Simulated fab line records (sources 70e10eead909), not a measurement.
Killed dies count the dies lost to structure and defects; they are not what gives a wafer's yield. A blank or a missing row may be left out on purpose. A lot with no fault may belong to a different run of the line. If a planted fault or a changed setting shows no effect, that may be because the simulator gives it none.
Which tool did it? + flow nand-harc + 12 lots, 36 wafers sampled, at 6 steps of a route of 1302

WHAT THE GAUGES READ, wafer by wafer
NHARC_P_M0_INSPECT_27.
| lot  | measured     | on                | raw-defect-count |
|------|--------------|-------------------|------------------|
| L075 | day 6 11:52  | defect-inspect-02 | 380 322 246      |
| L077 | day 7 10:36  | defect-inspect-02 | 621 362 436      |
| L079 | day 8 09:19  | defect-inspect-01 | 271 300 523      |
| L081 | day 8 23:14  | defect-inspect-01 | 280 266 325      |
| L083 | day 10 02:37 | defect-inspect-02 | 251 191 136      |
| L085 | day 10 15:40 | defect-inspect-01 | 465 385 469      |
| L087 | day 12 04:44 | defect-inspect-01 | 258 294 716      |
| L088 | day 12 05:52 | defect-inspect-02 | 377 345 688      |
| L091 | day 13 05:50 | defect-inspect-01 | 418 353 299      |
| L093 | day 14 04:37 | defect-inspect-02 | 260 376 806      |
| L095 | day 15 04:11 | defect-inspect-02 | 359 259 223      |
| L097 | day 15 20:08 | defect-inspect-02 | 187 184 246      |

TOOL THAT RAN EACH LOT (tool first, then ch and the chambers of the sampled wafers, then the start)
| lot  | NHARC_P_CONTACT_DEP_00                     | NHARC_P_CONTACT_ETCH_36                       | NHARC_P_M0_ETCH_34                 | NHARC_P_M0_DEGAS_28          | NHARC_P_M0_ANNEAL_30             |
|------|--------------------------------------------|-----------------------------------------------|------------------------------------|------------------------------|----------------------------------|
| L075 | pecvd-02 ch 0,1, day 6 09:29 or earlier    | rie-diel-08 ch 2,3, day 6 09:29 or earlier    | rie-diel-09 ch 1,2, day 6 09:29    | pvd-sputter-02, day 6 10:19  | rtp-anneal-02 ch 0, day 6 11:09  |
| L077 | pecvd-02 ch 0,1,2, day 7 08:11 or earlier  | rie-diel-12 ch 0,1,2, day 7 08:11 or earlier  | rie-diel-09 ch 0,1,2, day 7 08:11  | pvd-sputter-03, day 7 09:01  | rtp-anneal-02 ch 0, day 7 09:47  |
| L079 | pecvd-01 ch 0,1,2, day 8 06:55 or earlier  | rie-diel-08 ch 2,3, day 8 06:55 or earlier    | rie-diel-09 ch 1,2, day 8 06:55    | pvd-sputter-02, day 8 07:45  | rtp-anneal-01 ch 0, day 8 08:32  |
| L081 | pecvd-02 ch 1,2, day 8 14:55               | rie-diel-12 ch 0,3, day 8 20:51 or earlier    | rie-diel-04 ch 0,2,3, day 8 20:51  | pvd-sputter-02, day 8 21:40  | rtp-anneal-02 ch 0, day 8 22:25  |
| L083 | pecvd-01 ch 0,1,2, day 10 00:14 or earlier | rie-diel-08 ch 0,1,2, day 10 00:14 or earlier | rie-diel-05 ch 1,2,3, day 10 00:14 | pvd-sputter-02, day 10 01:04 | rtp-anneal-01 ch 0, day 10 01:51 |
| L085 | pecvd-01 ch 0,1, day 10 13:10 or earlier   | rie-diel-12 ch 1,2, day 10 13:10 or earlier   | rie-diel-09 ch 1,2,3, day 10 13:10 | pvd-sputter-02, day 10 13:59 | rtp-anneal-01 ch 0, day 10 14:58 |
| L087 | pecvd-02 ch 0,1,2, day 12 02:21 or earlier | rie-diel-08 ch 0,1,3, day 12 02:21 or earlier | rie-diel-05 ch 0,2,3, day 12 02:21 | pvd-sputter-03, day 12 03:10 | rtp-anneal-01 ch 0, day 12 03:58 |
| L088 | pecvd-02 ch 1,2, day 12 03:26 or earlier   | rie-diel-12 ch 0,1,3, day 12 03:26 or earlier | rie-diel-04 ch 1,2,3, day 12 03:26 | pvd-sputter-01, day 12 04:20 | rtp-anneal-01 ch 0, day 12 05:04 |
| L091 | pecvd-02 ch 1,2, day 13 03:04 or earlier   | rie-diel-11 ch 0,1,2, day 13 03:04 or earlier | rie-diel-04 ch 0,3, day 13 03:04   | pvd-sputter-01, day 13 04:09 | rtp-anneal-01 ch 0, day 13 05:01 |
| L093 | pecvd-03 ch 0,2, day 14 02:13 or earlier   | rie-diel-11 ch 2,3, day 14 02:13 or earlier   | rie-diel-04 ch 2,3, day 14 02:13   | pvd-sputter-02, day 14 03:02 | rtp-anneal-02 ch 0, day 14 03:55 |
| L095 | pecvd-03 ch 0,1,2, day 15 01:46 or earlier | rie-diel-08 ch 1,2,3, day 15 01:46 or earlier | rie-diel-09 ch 0,1,3, day 15 01:46 | pvd-sputter-02, day 15 02:38 | rtp-anneal-02 ch 0, day 15 03:28 |
| L097 | pecvd-01 ch 1,2, day 15 17:35 or earlier   | rie-diel-11 ch 1,2,3, day 15 17:35 or earlier | rie-diel-04 ch 0,1,2, day 15 17:35 | pvd-sputter-02, day 15 18:34 | rtp-anneal-02 ch 0, day 15 19:22 |
- NHARC_P_CONTACT_DEP_00: deposits SiO2, target thk 500 nm.
- NHARC_P_CONTACT_ETCH_36: etches the open film in N2/H2, target depth 260 nm, time 406.25 s.
- NHARC_P_M0_ETCH_34: etches the open film in N2/H2, target depth 40 nm, overetch 12 nm, time 43.94 s.
- NHARC_P_M0_DEGAS_28: time 60 s.
- NHARC_P_M0_ANNEAL_30: time 90 s.

THE ANSWER, worked out from the rows above alone
Rule: what is usual is taken from the lots themselves. Put in order of their means at a reading, lots are off if they are a third of the lots or fewer, leave a main group of 4 or more, and stand apart from it by a gap of 3 or more times the standard deviation of the main group's means; of several such gaps the widest counts. A main group whose means are all the same, to the digits that the tables above print for the reading, isn't used. Also off: a lot with no number at a reading for which 4 or more lots have one. All remaining lots with rows at the step are treated as sound.
No lot is off at any reading shown: from this, nothing can be told.

WHAT THE SIMULATOR HAD INSERTED
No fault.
